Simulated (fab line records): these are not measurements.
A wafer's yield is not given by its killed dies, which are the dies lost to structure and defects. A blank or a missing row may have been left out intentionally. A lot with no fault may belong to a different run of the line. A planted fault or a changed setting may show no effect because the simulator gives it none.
What tool caused it? / flow nand-harc / 24 lots (72 wafers sampled), 1 step of a 1159-step route

WHAT EACH GAUGE READ, for each wafer
NHARC_P_M0_INSPECT_27.
lot=L074; measured=day 6 02:15; on=defect-inspect-01; raw-defect-count=148 207 245
lot=L075; measured=day 6 12:55; on=defect-inspect-02; raw-defect-count=255 160 222
lot=L076; measured=day 6 14:28; on=defect-inspect-02; raw-defect-count=314 479 221
lot=L077; measured=day 6 14:40; on=defect-inspect-02; raw-defect-count=310 445 238
lot=L079; measured=day 7 01:25; on=defect-inspect-01; raw-defect-count=614 294 323
lot=L078; measured=day 7 02:28; on=defect-inspect-02; raw-defect-count=415 305 328
lot=L080; measured=day 7 08:51; on=defect-inspect-01; raw-defect-count=629 545 467
lot=L081; measured=day 7 09:28; on=defect-inspect-02; raw-defect-count=168 259 385
lot=L082; measured=day 7 23:00; on=defect-inspect-02; raw-defect-count=462 202 214
lot=L083; measured=day 7 23:35; on=defect-inspect-01; raw-defect-count=356 384 247
lot=L084; measured=day 8 14:44; on=defect-inspect-02; raw-defect-count=293 267 414
lot=L085; measured=day 8 15:47; on=defect-inspect-01; raw-defect-count=228 335 213
lot=L086; measured=day 9 04:46; on=defect-inspect-01; raw-defect-count=301 346 505
lot=L087; measured=day 9 05:33; on=defect-inspect-01; raw-defect-count=193 310 304
lot=L088; measured=day 9 10:53; on=defect-inspect-01; raw-defect-count=227 316 316
lot=L089; measured=day 9 15:49; on=defect-inspect-01; raw-defect-count=327 145 225
lot=L090; measured=day 9 15:59; on=defect-inspect-02; raw-defect-count=304 213 236
lot=L091; measured=day 10 01:32; on=defect-inspect-02; raw-defect-count=348 304 532
lot=L092; measured=day 10 02:20; on=defect-inspect-01; raw-defect-count=184 216 132
lot=L093; measured=day 10 12:55; on=defect-inspect-02; raw-defect-count=319 154 359
lot=L094; measured=day 10 14:31; on=defect-inspect-01; raw-defect-count=140 322 292
lot=L095; measured=day 11 02:15; on=defect-inspect-01; raw-defect-count=145 181 181
lot=L097; measured=day 11 10:49; on=defect-inspect-02; raw-defect-count=253 160 275
lot=L096; measured=day 11 15:35; on=defect-inspect-02; raw-defect-count=219 236 190

WHICH TOOL RAN EACH LOT (tool, then ch and the chambers of the sampled wafers, then the start)
Record: no process step prior to these readings.

WHAT THE TOOLS THEMSELVES READ (means of the sampled wafers that have a number; where no wafer has one, the mark that the record gives instead)
The record holds no such reading with a usual standard deviation.

THE ANSWER, worked out from the rows above alone
Rule: the lots themselves supply what counts as usual. Put in order of their means at a reading, lots are off if they are a third of the lots or fewer, leave a main group of 4 or more, and stand apart from it by a gap of 3 or more times the standard deviation of the main group's means; of several such gaps the widest counts. Not used: any main group whose means are identical at the precision the tables above print for the reading. A lot without any number at a reading at which 4 lots or more have one is off too. Any other lot the step has rows for is counted as sound. After the gauges, taken in route order, come the tools' own readings; for these a lot's mean is taken, as printed above. At the first step where some lot is off, the reading lying furthest off is the one used; lots without a number count as furthest.
None of the lots is off at any reading shown; this tells nothing.

WHAT THE SIMULATOR HAD PUT IN
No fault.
